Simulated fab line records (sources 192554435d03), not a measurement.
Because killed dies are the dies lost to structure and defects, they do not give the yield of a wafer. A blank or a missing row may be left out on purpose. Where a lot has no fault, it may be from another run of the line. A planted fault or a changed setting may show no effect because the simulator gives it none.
fab line records	flow n5-finfet
record lots=3	wafers=9	last-day=17
route steps=1938 shown STI_FIN_REVEAL@209 DUMMY_GATE@212 SD_EPI_N@272 SD_EPI_P@305 BEOL_M4@1111 PASSIVATION@1936
lots with no fault: from the same line, run without faults
start-h: start of the lot's first displayed wafer, in hours after the record's first day	wait-h: hours elapsed since this lot's preceding step	" identical to the entry in the row above	L1.1+2: a single row standing in for several wafers	- no value, or no start given	* or withheld: withheld	< > ~ a bound
route shown NAME@n: names a module that has steps shown in the file, with the first one's number in the route	usual: average and standard deviation across the fault-free wafers	same: alike in all rows	chamber/n: place in a boat	sites: per-site readings	_std_site: the values' standard deviation	_edge_site: mean of outer sites minus mean of inner sites	radius-mm: how far each site lies from the wafer's centre	mask NAME#n: copy n	behind: tool/chamber where the wafer was last shaped	hold: why the lot was held/for how many hours/how that ended	device: names the non-switching transistor (n, p or np)	end of line: tests run on the same wafers once the route is complete	a step given without rows: its recipe and nothing more	killed: dies that structure and defects cost at the first sort, which is not the same as the wafer's yield	map: the dies of a wafer, with x for killed, . for not killed, _ for no die there
set.NAME: the setting the step ran with; set.NAME@STEP: the setting that earlier step ran with	model.NAME: the simulator's own value behind a step, which no gauge read
a table for each step, a row for each wafer; lots at some steps of the route
services: the hour from which a tool's chamber was out of use, counted from the record's first day as start-h (under 0 if before that day), plus the number of hours and why
## steps
# step N5_STI_FIN_REVEAL_PRECLEAN_18
# recipe chemistry=SC2	time-s=45	temp-c=35	mix=1:1:50
# step N5_STI_FIN_REVEAL_SRD_28
# recipe dry=ipa-marangoni	time-s=30	temp-c=23	rinse-liquid=diw
# step N5_DUMMY_GATE_PRECLEAN_00
# recipe chemistry=O3/DIW	time-s=60	temp-c=22	o3-ppm=10
# step N5_DUMMY_GATE_SRD_01
# recipe time-s=30	temp-c=23	rinse-liquid=diw	dry=ipa-marangoni
# step N5_DUMMY_GATE_ALD_02
# recipe material=SiO2	target-thk-a=20	temp-c=300	ald-precursor-family=BDEAS	ald-co-reactant=O2-plasma	pulse-time-s=1	pressure-torr=2
# step N5_DUMMY_GATE_CVD_03
# recipe material=a-Si	target-thk-a=1500	temp-c=530	precursor=SiH4	time-s=8042
# step N5_DUMMY_GATE_PRECLEAN_46
# recipe chemistry=DIW	time-s=89.5	temp-c=23
# step N5_DUMMY_GATE_SRD_47
# recipe dry-time-s=32	dry=n2-spin	spin-rpm=1500
# step N5_DUMMY_GATE_CMP_04
# recipe material=a-Si	post-cmp-clean=alkaline-brush
# step N5_DUMMY_GATE_HM_DEP_06
# recipe material=SiNx	target-thk-a=800	precursor=DCS/NH3	temp-c=700	pressure-mtorr=300	time-s=5141
# step N5_DUMMY_GATE_PECVD_30
# recipe material=SiO2	target-thk-a=550	temp-c=400	precursor=TEOS/O2	pressure-torr=6.5	rf-w=withheld	teos-flow-sccm=withheld	gas=O2	flow-sccm=2650	time-s=10.8
# usual chamber-pressure-Torr=6.500/0.015
lot.wafer	tool	chamber	start-h	wait-h	chamber-pressure-Torr
L343.1	pecvd-03	0	105.45	0.0	6.491
L343.4	"	0	"	"	6.503
L343.6	"	2	"	"	6.479
L352.2	pecvd-03	0	158.23	0.0	6.495
L352.4	"	0	"	"	6.477
L352.6	"	1	"	"	6.517
L354.1	pecvd-01	2	172.17	0.0	6.517
L354.2	"	0	"	"	6.517
L354.5	"	0	"	"	6.494
# step N5_DUMMY_GATE_COAT_34
# recipe resist=SOC	temp-c=250	time-s=60	spin-rpm=1500	resist-thk-nm=60
# step N5_DUMMY_GATE_COAT_35
# recipe resist=SiARC	temp-c=220	time-s=60	spin-rpm=1500	resist-thk-nm=10
# step N5_DUMMY_GATE_COAT_28
# recipe resist=underlayer	temp-c=205	time-s=60	spin-rpm=1500	resist-thk-nm=10
# step N5_DUMMY_GATE_COAT_09
# recipe resist=CAR-EUV	spin-rpm=1500	resist-thk-nm=30
# step N5_DUMMY_GATE_EBR_11
# recipe solvent=PGMEA	ebr-width-mm=1.5
# step N5_DUMMY_GATE_SOFTBAKE_10
# recipe temp-c=110	time-s=60	resist=CAR-EUV
# step N5_DUMMY_GATE_EXPOSE_12
# recipe mask-id=GATE	na=0.33	source-shape=annular	sigma-inner=0.2	sigma-outer=0.6	polarization=unpolarized	target-cd-nm=25	dose-mj=34
# step N5_DUMMY_GATE_PEB_13
# recipe peb-temp-c=100	peb-time-s=60	resist=CAR-EUV
# step N5_DUMMY_GATE_DEVELOP_14
# recipe develop-time-s=30	developer=TMAH	resist=CAR-EUV	rinse-liquid=surfactant-rinse	dry=air-spin	dev-temp-c=23
# step N5_DUMMY_GATE_DESCUM_20
# recipe chemistry=O2	time-s=6.2	source-power-w=50	bias-power-w=20	pressure-mtorr=20	rf-frequency-hz=2.712e+07	temp-c=40	resist=CAR-EUV	o2-flow-sccm=225
# step N5_DUMMY_GATE_ETCH_29
# recipe chemistry=N2/H2	target=underlayer	target-depth-a=130	ion-energy-ev=200	pressure-mtorr=30	source-w=840	bias-w=150	n2-flow-sccm=200	h2-flow-sccm=200
# step N5_DUMMY_GATE_ETCH_36
# recipe chemistry=CF4	target=SiARC	target-depth-a=130	pressure-mtorr=40	source-w=545	bias-w=36	Ar_flow_sccm=100	cf4-flow-sccm=100	ion-energy-ev=80
# step N5_DUMMY_GATE_ETCH_37
# recipe chemistry=N2/H2	target=SOC	target-depth-a=600	overetch-a=300	temp-c=40	ion-energy-ev=200	pressure-mtorr=30	source-w=840	bias-w=150	n2-flow-sccm=200	h2-flow-sccm=200
# step N5_DUMMY_GATE_STRIP_38
# recipe chemistry=N2/H2	temp-c=40	n2-flow-sccm=200	h2-flow-sccm=200	rf-frequency-hz=6e+07
# step N5_DUMMY_GATE_STRIP_39
# recipe chemistry=N2/H2	temp-c=40	n2-flow-sccm=200	h2-flow-sccm=200	rf-frequency-hz=6e+07
# step N5_DUMMY_GATE_TRIM_49
# recipe chemistry=O2	resist=SOC	time-s=29	target-cd-nm=14	source-power-w=300	bias-power-w=0	O2_flow_sccm=100	temp-c=20
# step N5_DUMMY_GATE_STRIP_40
# recipe chemistry=CF4	resist=SiARC	power-w=300	bias-power-w=75	pressure-mtorr=50	cf4-flow-sccm=150	rf-frequency-hz=6e+07
# step N5_DUMMY_GATE_ETCH_31
# recipe chemistry=C4F6/O2	target=SiO2	mask-material=SOC	target-depth-a=825	time-s=27.5	ion-energy-ev=250	pressure-mtorr=30	source-w=345	bias-w=185	Ar_flow_sccm=300	C4F6_flow_sccm=10	O2_flow_sccm=10
# step N5_DUMMY_GATE_STRIP_41
# recipe chemistry=O2	power-w=400	temp-c=40	pressure-mtorr=30	rf-frequency-hz=6e+07	bias-power-w=0	overash-fraction=0.3	o2-flow-sccm=225
# step N5_DUMMY_GATE_HM_OPEN_21
# recipe chemistry=CH3F/O2	target=SiNx	target-depth-a=1200	Ar_flow_sccm=150	CH3F_flow_sccm=30	O2_flow_sccm=23	time-s=171.4	pressure-mtorr=30	source-w=395	bias-w=73	ion-energy-ev=120.7
# step N5_DUMMY_GATE_ETCH_32
# recipe chemistry=CF4	target=SiO2	target-depth-a=35	time-s=3.9	ion-energy-ev=350	pressure-mtorr=10	icp-w=800	bias-w=400	cf4-flow-sccm=80
# step N5_DUMMY_GATE_ETCH_23
# recipe chemistry=HBr/Cl2/O2	HBr_flow_sccm=150	Cl2_flow_sccm=80	O2_flow_sccm=12	bias-w=102	target-depth-a=410	time-s=22.3	target=poly-Si	mask-material=SiO2	pressure-mtorr=10	icp-w=800
# step N5_DUMMY_GATE_ETCH_44
# recipe chemistry=HBr/O2	over-etch-frac=0.7	target-depth-a=1275	stop-on=SiO2	ion-energy-ev=60	bias-w=20	target=poly-Si	mask-material=SiO2	pressure-mtorr=20	icp-w=400	HBr_flow_sccm=120	O2_flow_sccm=10
# step N5_DUMMY_GATE_ETCH_42
# recipe chemistry=CHF3/O2	target=SiO2	target-depth-a=35	time-s=31	ion-energy-ev=30	bias-w=12	pressure-mtorr=30	source-w=600	Ar_flow_sccm=200	CHF3_flow_sccm=50	O2_flow_sccm=5
# step N5_SD_EPI_N_INSPECT_11
# recipe mode=adi	inspect-instrument=macro
# usual raw-defect-count=2.1/1.5
lot.wafer	tool	chamber	start-h	wait-h	raw-defect-count
L343.1	defect-inspect-02	-	108.40	0.0	4
L343.4	"	-	"	"	2
L343.6	"	-	"	"	0
L352.2	defect-inspect-01	-	161.02	0.3	32
L352.4	"	-	"	"	54
L352.6	"	-	"	"	1
L354.1	defect-inspect-01	-	175.16	0.0	2
L354.2	"	-	"	"	4
L354.5	"	-	"	"	3
# step N5_SD_EPI_P_INSPECT_11
# recipe mode=adi	inspect-instrument=macro
# usual raw-defect-count=2.1/1.3
lot.wafer	tool	chamber	start-h	wait-h	raw-defect-count
L343.1	defect-inspect-01	-	113.01	0.0	2
L343.4	"	-	"	"	1
L343.6	"	-	"	"	2
L352.2	defect-inspect-01	-	165.45	0.0	34
L352.4	"	-	"	"	51
L352.6	"	-	"	"	2
L354.1	defect-inspect-01	-	179.59	0.0	4
L354.2	"	-	"	"	3
L354.5	"	-	"	"	0
# step N5_BEOL_M4_RC_MEAS_101
# usual DIBL_N=37.2/1.9	DIBL_P=37.3/2.2	IOFF_N=0.18/0.038	IOFF_P=0.22/0.039	ION_N=678/11	ION_P=462/6.9	SS_N=71.8/0.68	SS_P=73.5/0.65	VT_N=249/3.4	VT_P=-250/3.2
lot.wafer	tool	chamber	start-h	wait-h	DIBL_N[mV/V]	DIBL_P[mV/V]	IOFF_N[nA/um]	IOFF_P[nA/um]	ION_N[uA/um]	ION_P[uA/um]	SS_N[mV/dec]	SS_P[mV/dec]	VT_N[mV]	VT_P[mV]
L343.1	prober-02	0	224.08	0.0	40.4	41.8	0.26	0.28	710	473	72.5	74.0	243	-248
L343.4	"	0	"	"	36.6	35.4	0.16	0.18	669	450	71.6	72.8	251	-250
L343.6	"	0	"	"	38.5	38.5	0.21	0.23	683	459	72.9	73.2	246	-251
L352.2	prober-01	0	292.00	0.2	38.9	37.9	0.20	0.25	681	466	72.5	74.5	244	-248
L352.4	"	0	"	"	36.6	35.6	0.17	0.23	688	471	71.8	73.7	245	-247
L352.6	"	0	"	"	41.0	39.5	0.25	0.30	685	468	73.0	74.8	242	-246
L354.1	prober-02	0	300.34	0.0	37.6	39.4	0.22	0.26	691	464	72.3	73.6	246	-247
L354.2	"	0	"	"	39.5	41.4	0.26	0.29	708	476	73.3	73.5	245	-245
L354.5	"	0	"	"	38.3	39.7	0.21	0.24	685	461	73.1	73.8	247	-247
# step N5_PASSIVATION_PROBE_49
# usual defect-limited-yield=91.2/1.6	killed_at_M0_to_M3=31/10	killed_at_M4_up=14/4.4	killed-at-contacts=13/6	killed-at-front-end=43/13	killed-at-other=3.5/2.6	killed-dies=104/18	killed-open=68/14	killed-short=34/8.1	sort_bin_4_leakage=0.01/0.073	sort_bin_5_function=5.1/1.1	sort_bin_6_memory=3.3/0.68	sort-n-pass=1076/18	sort-yield-pct=91.2/1.6
# same gross-dies=1180	killed-at-back-side=0	sort_bin_8_speed[%]=0
lot.wafer	tool	chamber	start-h	wait-h	defect-limited-yield[%]	killed_at_M0_to_M3	killed_at_M4_up	killed-at-contacts	killed-at-front-end	killed-at-other	killed-dies	killed-open	killed-short	sort_bin_4_leakage[%]	sort_bin_5_function[%]	sort_bin_6_memory[%]	sort-n-pass	sort-yield-pct[%]
L352.2	prober-01	-	401.04	0.1	91.0	11	6	6	78	5	106	50	29	0	5.3	3.2	1074	91.0
L352.4	prober-01	-	401.14	0.2	88.5	16	10	13	94	3	136	57	35	0	6.8	3.6	1044	88.5
# killed by level:class
L352.2 DUMMY_GATE:unspecified=27 FIN_SAQP:geometric-particle:short=17 FIN_SAQP:geometric-particle:open=12 MOL_CONTACT_COAG:geometric-particle:open=6 BEOL_M0_SAQP:geometric-particle:open=5 DUMMY_GATE:geometric-particle:open=4 GATE_CUT:geometric-particle:open=4 BEOL_M4:geometric-particle:open=3
L352.4 DUMMY_GATE:unspecified=37 FIN_SAQP:geometric-particle:open=14 FIN_SAQP:geometric-particle:short=11 MOL_CONTACT_COAG:geometric-particle:open=9 STI_FIN_REVEAL:geometric-particle:open=7 HKMG_FIN:area-etch=7 GATE_CUT:geometric-particle:short=5 BEOL_M0_SAQP:geometric-particle:open=5
# map L352.4 (x killed, . not)
_________________...xx....x..________________
______________.................._____________
___________..x.x............x......__________
__________x...........x.........x.x._________
________............................x._______
_______...x....x................x.....x______
______...x...........x........x........._____
_____.....x.................x.x..x.......____
____.x.................................x..___
___.......x.....x......x...x..............x__
___.................x............x........x__
__.....x....x......................x...x...._
__.........x............x...x...x.......x..._
_..x....................................x..x.
_..x....x...........................x........
_x...x...x....x.......................x.x....
_................xx......x.......x...........
_............x................x.......x......
_.....x....x....x...................x....xx.x
_..........x.xx...........x..................
_...x.....xx..xx............x..x.............
__.....xx.xxx.xx...............x....x.x....._
__........x.xxx.xx..................x....x.x_
___......x..xx...x................x.......x__
___....x.xxxx..x.....................x.....__
____.....x..x.xxx.........x...x..x..xx....___
_____.................x..................____
______........x........x............x..._____
_______.....x...x...................x..______
________......x..x.....x...x.........x_______
__________.........x.......x........_________
___________................x.......__________
______________.................._____________
_________________..........x.________________
# map L343.6 (x killed, . not)
_________________.....x......________________
______________.xx.x..x......x..._____________
___________.............x.xx..x....__________
__________..x.............x........._________
________..........x.x.........x......._______
_______....................x.x.x.x.....______
______.....x...x.....................x.._____
_____x..........xxx..x..............xx...____
____........xx.....x............x.........___
___............x...........................__
___............x..x.........x..............__
__.......................xxx.......x......x._
__.....x..........x..............x....x....._
_...x...............xxx.............x.......x
_.x..........x..........xx...................
_......x....x.x.................x............
_.......x..x..........x..x.........x.......x.
_................x....................x....x.
_..x.............x.......................x...
_x......................x......x...........x.
_x.............x......x..........x...........
__....x.................x.............x....._
__....x.....................x....x......x..._
___...................x....................__
___...........xx..x.x......................__
____x.....x.....x.........................___
_____.................................xx.____
______..........x......................._____
_______.....x...........x..............______
________.......x.......x...x..x...x..._______
__________.......................x.._________
___________.x......................__________
______________........x....x...x_____________
_________________............________________
## services
tool	chamber	start-h	hours	kind
pecvd-01	0	81.99	4.8	repair
pecvd-03	0	84.96	5.5	scheduled-down
pecvd-01	2	100.60	8.7	repair
pecvd-01	0	100.81	2.4	repair
pecvd-03	2	120.83	7.3	repair
pecvd-03	2	128.13	5.0	scheduled-down
pecvd-03	1	141.32	5.0	scheduled-down
## key
first-sign step=N5_SD_EPI_N_INSPECT_11	reading=raw-defect-count	direction=up	sigmas=27	usual=2.1	struck=43
effect step=N5_SD_EPI_P_INSPECT_11	reading=raw-defect-count	direction=up	sigmas=31	usual=2.1	struck=42.5
effect step=N5_PASSIVATION_PROBE_49	reading=killed-at-front-end	direction=up	sigmas=3.4	usual=43	struck=86
more-kills-born-at N5_DUMMY_GATE_PECVD_30@pecvd-03=64
met-at N5_DUMMY_GATE_PECVD_30
struck-wafers L352.2,L352.4
onset-between 105.45 158.23
fault kind=chamber-particle-source	tool=pecvd-03	chamber=0	onset-h=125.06	steps=N5_DUMMY_GATE_PECVD_30	rate-per-visit-cm2=0.048152	end-h=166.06
